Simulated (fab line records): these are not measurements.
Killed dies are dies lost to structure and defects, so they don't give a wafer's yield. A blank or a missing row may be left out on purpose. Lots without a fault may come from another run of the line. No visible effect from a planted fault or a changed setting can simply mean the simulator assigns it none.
Comparing a struck lot with a sound one :: flow nand-harc :: 14 steps out of a route of 1302
Sound: wafers L318.1, L318.4, L318.5. Struck: wafer L332.2 (left out: L332.4, a lot-mate that was not struck); the cause follows at the end.
Per side, at each step with rows, come the tool, then ch with its chambers, and then its first start. Under that, the readings that differ: sound wafers :: struck wafers :: difference of the means :: sigmas: that difference in standard deviations of wafers without a fault.
alike: readings with means less than 2 such deviations apart, plus words and numbers identical on both sides. not compared: withheld readings, readings lacking a value on some wafer, bounds such as >300 that could conceal the same value, and numbers that have no deviation in the record and whose values overlap.
The two part at a step that has a row with sigmas, a row that says differs or no value, or rows on one side only. Numbers that have no deviation but don't overlap get no sigmas and don't part them. A reading that every wafer of one side lacks parts them only if that side has two wafers or more.

NHARC_A_CONTACT_DESCUM_13: chemistry O2, time 3 s.
  sound on rie-diel-04 ch 0,1,2, day 24 02:13; struck on rie-diel-04 ch 3, day 30 00:27
  alike: drypump-motor-current-A, oes-product-au, rf-vpp-V, showerhead-plenum-p-Torr, throttle-valve-pct
  not compared: rf-hours-counter-h
then, 1 step without rows for these wafers: NHARC_A_CONTACT_ETCH_88 (etches the open film in CF4, target depth 39 nm, time 65 s).
NHARC_A_CONTACT_ETCH_89: etches the open film in N2/H2, target depth 260 nm, time 475.3 s.
  sound on rie-diel-04 ch 1,2; struck on rie-diel-04 ch 3
  alike: drypump-motor-current-A, oes-product-au, rf-vpp-V, showerhead-plenum-p-Torr, throttle-valve-pct
  not compared: rf-hours-counter-h
NHARC_A_CONTACT_ETCH_30: etches the open film in CF4/CHF3, target depth 72.6 nm, time 36.3 s.
  sound on rie-diel-04 ch 1,2,3; struck on rie-diel-04 ch 1
  alike: drypump-motor-current-A, oes-product-au, rf-vpp-V, showerhead-plenum-p-Torr, throttle-valve-pct
  not compared: rf-hours-counter-h
then, 3 steps without rows for these wafers: NHARC_A_CONTACT_ETCH_31 (etches the open film in O2/COS, target depth 2800 nm, time 728 s); NHARC_A_CONTACT_ETCH_134 (etches the open film in C4F8/O2/Ar, time 140 s, target depth 700 nm); NHARC_A_CONTACT_ETCH_135 (etches the open film in C4F8/O2/Ar, time 311 s, target depth 1912 nm).
NHARC_A_CONTACT_ETCH_136: etches the open film in C4F8/O2/Ar, time 311 s, target depth 1912 nm.
  sound on har-cap-etch-03 ch 0,1, day 24 03:50; struck on har-cap-etch-02 ch 0, day 30 02:02
  not compared: rf-hours-counter-h
NHARC_A_CONTACT_ETCH_137: etches the open film in C4F8/O2/Ar, time 311 s, target depth 1912 nm.
  sound on har-cap-etch-03 ch 0,1, day 24 04:07; struck on har-cap-etch-02 ch 0, day 30 02:19
  not compared: rf-hours-counter-h
then, 3 steps without rows for these wafers: NHARC_A_CONTACT_ETCH_138 (etches the open film in C4F8/O2/Ar, time 311 s, target depth 1914 nm); NHARC_A_CONTACT_ETCH_139 (etches the open film in C4F8/O2/Ar, time 195 s, target depth 840 nm); NHARC_A_CONTACT_ETCH_92 (etches the open film in CH3F/O2, target depth 40 nm, time 85.7 s).
NHARC_A_CONTACT_ETCH_98: etches the open film in C4F6/O2, target depth 20 nm, time 10 s.
  sound on rie-diel-04 ch 0,1, day 24 05:19; struck on rie-diel-04 ch 3, day 30 03:33
reading: oes-product-au (a.u.)
sound: 0.938 0.948 0.942
struck: 0.739
difference: -0.204
sigmas: -8
  alike: drypump-motor-current-A, rf-vpp-V, showerhead-plenum-p-Torr, throttle-valve-pct
  not compared: rf-hours-counter-h
NHARC_A_CONTACT_CD_MEAS_15:
  struck on cd-sem-01, day 30 03:38; sound on cd-sem-03, day 24 05:23
  alike: cd-nm

## WHERE THEY PART
Only at NHARC_A_CONTACT_ETCH_98, as far as this record shows. Later steps at which nothing parts them and some readings are alike: NHARC_A_CONTACT_CD_MEAS_15.

WHY: what the simulator had put in
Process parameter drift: rie-diel-04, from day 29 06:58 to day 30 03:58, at NHARC_A_CONTACT_ETCH_98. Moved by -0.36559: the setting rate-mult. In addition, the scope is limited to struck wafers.
